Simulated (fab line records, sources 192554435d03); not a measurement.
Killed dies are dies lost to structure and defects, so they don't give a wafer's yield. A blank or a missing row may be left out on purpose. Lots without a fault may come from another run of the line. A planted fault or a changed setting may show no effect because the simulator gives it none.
Split-lot experiment | flow n5_finfet | 7 lots, 21 wafers read, on a route of 1938 steps

THE SPLIT
At N5_BEOL_M0_SAQP_COAT_69 (time 60 s, resist thk 90 nm), the setting spin_rpm was moved away from the recipe's 1500 rpm on 5 of the 21 wafers read, by -9.6% to +5.9%. The other wafers ran this setting at the recipe's value.

FROM THE SPLIT TO THE READING: what the file shows between them, 4 steps
- N5_BEOL_M0_SAQP_COAT_72: time 60 s, resist thk 15 nm
- N5_BEOL_M0_SAQP_COAT_87: time 60 s, resist thk 5 nm
- N5_BEOL_M0_CUTY_DESCUM_61: chemistry O2, time 7.9 s
- N5_BEOL_M0_CUTY_ETCH_62: etches SiARC in CF4, time 58.5 s

THE READING
etch.depth_nm (the simulator's own value, which no gauge read), in nm, at N5_BEOL_M0_CUTY_ETCH_63 (etches SOC in N2/H2, target depth 82.7 nm, overetch 16.5 nm, time 124 s). The file gives no usual value for it. The 16 wafers here that ran the recipe average 71.05 nm, standard deviation 0.27 nm.

wafer  | tool, chamber at the split | spin_rpm as run, rpm | against the recipe | etch.depth_nm, nm | against lot-mates on the recipe
L074.3 | litho_track-03, 0          | 1500                 | recipe             | 71.09             | -
L074.5 | litho_track-03, 0          | 1500                 | recipe             | 71.33             | -
L074.6 | litho_track-03, 0          | 1500                 | recipe             | 71.01             | -
L076.1 | litho_track-02, 0          | 1589                 | +5.9%              | 68.89             | -2.18
L076.3 | litho_track-02, 0          | 1500                 | recipe             | 71.16             | -
L076.5 | litho_track-02, 0          | 1500                 | recipe             | 70.98             | -
L080.1 | litho_track-02, 0          | 1386                 | -7.6%              | 74.15             | +3.03
L080.3 | litho_track-02, 0          | 1500                 | recipe             | 71.12             | -
L080.4 | litho_track-02, 0          | 1500                 | recipe             | 71.12             | -
L083.1 | litho_track-02, 0          | 1500                 | recipe             | 71.01             | -
L083.4 | litho_track-02, 0          | 1500                 | recipe             | 70.95             | -
L083.5 | litho_track-02, 0          | 1500                 | recipe             | 70.6              | -
L087.1 | litho_track-05, 0          | 1500                 | recipe             | 71.67             | -
L087.5 | litho_track-05, 0          | 1500                 | recipe             | 70.86             | -
L087.6 | litho_track-05, 0          | 1500                 | recipe             | 71.29             | -
L090.1 | litho_track-05, 0          | 1500                 | recipe             | 71.16             | -
L090.5 | litho_track-05, 0          | 1407                 | -6.2%              | 73.99             | +2.92
L090.6 | litho_track-05, 0          | 1500                 | recipe             | 70.98             | -
L093.2 | litho_track-05, 0          | 1356                 | -9.6%              | 75.55             | +5.10
L093.4 | litho_track-05, 0          | 1500                 | recipe             | 70.45             | -
L093.6 | litho_track-05, 0          | 1356                 | -9.6%              | 74.68             | +4.23

THE FIT
A straight line over all 21 wafers: etch.depth_nm changes by -0.417 nm for each +1% of spin_rpm; r = -0.98; the points scatter about the line by 0.31 nm.
The same after taking each lot's own level away (the mean of its wafers on the recipe; 21 wafers): -0.451 nm for each +1%; r = -0.99; scatter 0.28 nm.
On that fit, the largest move of spin_rpm shifts the reading by 4.3 nm.
The lots' own levels span 70.450 to 71.273 nm, that is 3.0 times the standard deviation above.
So the lot-to-lot level changes the slope little: the two slopes agree.
Check: with one of the wafers moved furthest among these (-9.6%) left out of the fit, the line predicts +4.07 nm for it against its lot-mates. It came out at +5.1 nm against them.

OTHER SPLITS ON THESE WAFERS
These wafers also went through other splits before the reading. Each is held against what the fit with the lots' levels taken away leaves over:
other split on the same wafers              | wafers away from the commonest value | r with etch.depth_nm (lot level and that fit taken away)
N5_GATE_CUT_ETCH_58 bias_w                  | 4                                    | -0.04
N5_MOL_CONTACT_COAG_COAT_58 spin_rpm        | 8                                    | -0.01
N5_MOL_CONTACT_COAG_ETCH_105 bias_w         | 9                                    | -0.27
N5_MOL_CONTACT_COAG_ALD_27 time_s           | 6                                    | +0.03
N5_BEOL_M0_SAQP_PECVD_96 time_s             | 6                                    | -0.60
N5_BEOL_M0_SAQP_SPACER2_ALD_26 target_thk_a | 4                                    | -0.15

THE WHOLE CHAIN: every reading that the file lists as answering this split, in the file's order
step                    | what it does                                                            | reading                                                                             | change (the file's fit)               | r (the file's)
N5_BEOL_M0_SAQP_COAT_69 | time 60 s, resist thk 90 nm                                             | SOC_of_BEOL_M0_SAQP_COAT_69.thk_nm (the simulator's own value, which no gauge read) | -0.452 nm for each +1% of the setting | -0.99
N5_BEOL_M0_CUTY_ETCH_63 | etches SOC in N2/H2, target depth 82.7 nm, overetch 16.5 nm, time 124 s | etch.depth_nm (the simulator's own value, which no gauge read)                      | -0.442 nm for each +1% of the setting | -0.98

THE FILE'S OWN FIT
etch.depth_nm changes by -0.442 nm for each +1% of spin_rpm, r = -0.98.
